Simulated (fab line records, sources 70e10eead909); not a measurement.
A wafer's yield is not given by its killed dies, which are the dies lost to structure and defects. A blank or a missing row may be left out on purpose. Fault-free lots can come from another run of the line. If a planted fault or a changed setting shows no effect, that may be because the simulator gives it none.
Struck lot and sound lot, side by side ; flow nand_harc ; 20 steps out of a route of 1302
Sound: wafers L669.2, L669.3, L669.4. Wafers L676.1, L676.4, L676.5 were the ones struck. Last of all comes the cause.
For every step that has rows: the tool of each side, followed by ch and its chambers, followed by its first start. Under that, the readings that differ: sound wafers ; struck wafers ; difference of the means ; sigmas: that difference in standard deviations of wafers without a fault.
alike: readings whose means differ by less than 2 such deviations, and words and numbers that are the same on both sides. not compared: withheld readings, readings that some wafer has no value for, bounds like >300 that may hide the same value, and numbers for which the record gives no deviation and whose values overlap.
The two part at a step that has a row with sigmas, a row that says differs or no value, or rows on one side only. Non-overlapping numbers with no deviation appear without sigmas and do not part them. A reading missing from all wafers of one side parts the sides only when that side holds two or more wafers.

NHARC_P_ZERO_WELL_CD_MEAS_11: the cd target is 500 nm.
  sound on cd_sem-01 ch 0, day 3 03:08; struck on cd_sem-01 ch 0, day 6 01:07
  alike: cd_nm
then, 1 step without rows for these wafers: NHARC_P_ZERO_WELL_HARDBAKE_12 (time 65 s).
NHARC_P_ZERO_WELL_DESCUM_13: chemistry O2, time 3 s.
  sound on rie_diel-02 ch 1,2,3, day 3 03:17; struck on rie_diel-12 ch 0,2, day 6 01:17
  alike: drypump_motor_current_A, oes_product_au, rf_vpp_V, showerhead_plenum_p_Torr, throttle_valve_pct
  not compared: rf_hours_counter_h
NHARC_P_ZERO_WELL_ETCH_65: etches the open film in N2/H2, target depth 80 nm, overetch 24 nm, time 87.88 s.
  sound on rie_diel-02 ch 0,2,3, day 3 03:22; struck on rie_diel-12 ch 0,2, day 6 01:22
  alike: drypump_motor_current_A, oes_product_au, rf_vpp_V, showerhead_plenum_p_Torr, throttle_valve_pct
  not compared: rf_hours_counter_h
NHARC_P_ZERO_WELL_ETCH_62: etches the open film in CHF3/Ar, target depth 13 nm, time 6.5 s.
  sound on rie_diel-02 ch 1,2,3; struck on rie_diel-12 ch 1,2,3
  alike: drypump_motor_current_A, oes_product_au, rf_vpp_V, showerhead_plenum_p_Torr, throttle_valve_pct
  not compared: rf_hours_counter_h
NHARC_P_ZERO_WELL_ETCH_63: etches the open film in HBr/Cl2, target depth 120 nm, time 40.1 s.
  sound on rie_si-01 ch 0,1,3, day 3 03:33; struck on rie_si-03 ch 0,3, day 6 01:32
  alike: drypump_motor_current_A, oes_product_au, throttle_valve_pct
  not compared: rf_hours_counter_h
then, 6 steps without rows for these wafers: NHARC_P_ZERO_WELL_STRIP_15 (strips in SPM, time 900 s); NHARC_P_ZERO_WELL_DEHYDRATE_16 (time 120 s); NHARC_P_ZERO_WELL_HMDS_17 (time 30 s); NHARC_P_ZERO_WELL_COAT_18; NHARC_P_ZERO_WELL_SOFTBAKE_19 (time 95 s); NHARC_P_ZERO_WELL_EBR_20.
NHARC_P_ZERO_WELL_EXPOSE_21: exposes mask P NWELL, target cd 720 nm.
  sound on krf_scanner-02 ch 0, day 3 04:12; struck on krf_scanner-01 ch 0, day 6 02:11
reading;sound;struck;difference;sigmas
mask;P_NWELL#0 P_NWELL#0 P_NWELL#0;P_NWELL_R1#0 P_NWELL_R1#0 P_NWELL_R1#0;differs;
  alike: focus_offset_nm
then, 2 steps without rows for these wafers: NHARC_P_ZERO_WELL_PEB_22 (peb time 85 s); NHARC_P_ZERO_WELL_DEVELOP_23 (time 70 s).
NHARC_P_ZERO_WELL_CD_MEAS_24: the cd target is 720 nm.
  sound on cd_sem-02 ch 0, day 3 04:21; struck on cd_sem-02 ch 0, day 6 02:20
reading;sound;struck;difference;sigmas
cd_nm (nm);724.5 722.0 721.9;674.7 673.9 676.7;-47.7;-17
then, 1 step without rows for these wafers: NHARC_P_ZERO_WELL_HARDBAKE_25 (time 80 s).
NHARC_P_ZERO_WELL_DESCUM_26: chemistry O2, time 3 s.
  sound on rie_diel-12 ch 0,2,3, day 3 04:31; struck on rie_diel-09 ch 0,1, day 6 02:31
reading;sound;struck;difference;sigmas
model.P_ZERO_WELL.cd_nm (nm);724.8 721.6 722.9;675.5 673.5 676.5;-47.9;
  alike: drypump_motor_current_A, oes_product_au, rf_vpp_V, showerhead_plenum_p_Torr, throttle_valve_pct
  not compared: rf_hours_counter_h
then, 1 step without rows for these wafers: NHARC_P_ZERO_WELL_IMPLANT_27.
-- the record jumps here: 22 days lie between the struck wafers' starts before and after (it left off in module P_ZERO_WELL and takes up again in module END, whose first step shown is number 1302 of the route) --
NHARC_END_SORT_01:
  at this point the record logs the struck wafers (prober-01 ch 0, day 28 09:53) and has no rows for the sound ones

== WHERE THEY PART ==
Earliest at NHARC_P_ZERO_WELL_EXPOSE_21; latest, in this record, at NHARC_END_SORT_01.

WHY: the cause the simulator had injected
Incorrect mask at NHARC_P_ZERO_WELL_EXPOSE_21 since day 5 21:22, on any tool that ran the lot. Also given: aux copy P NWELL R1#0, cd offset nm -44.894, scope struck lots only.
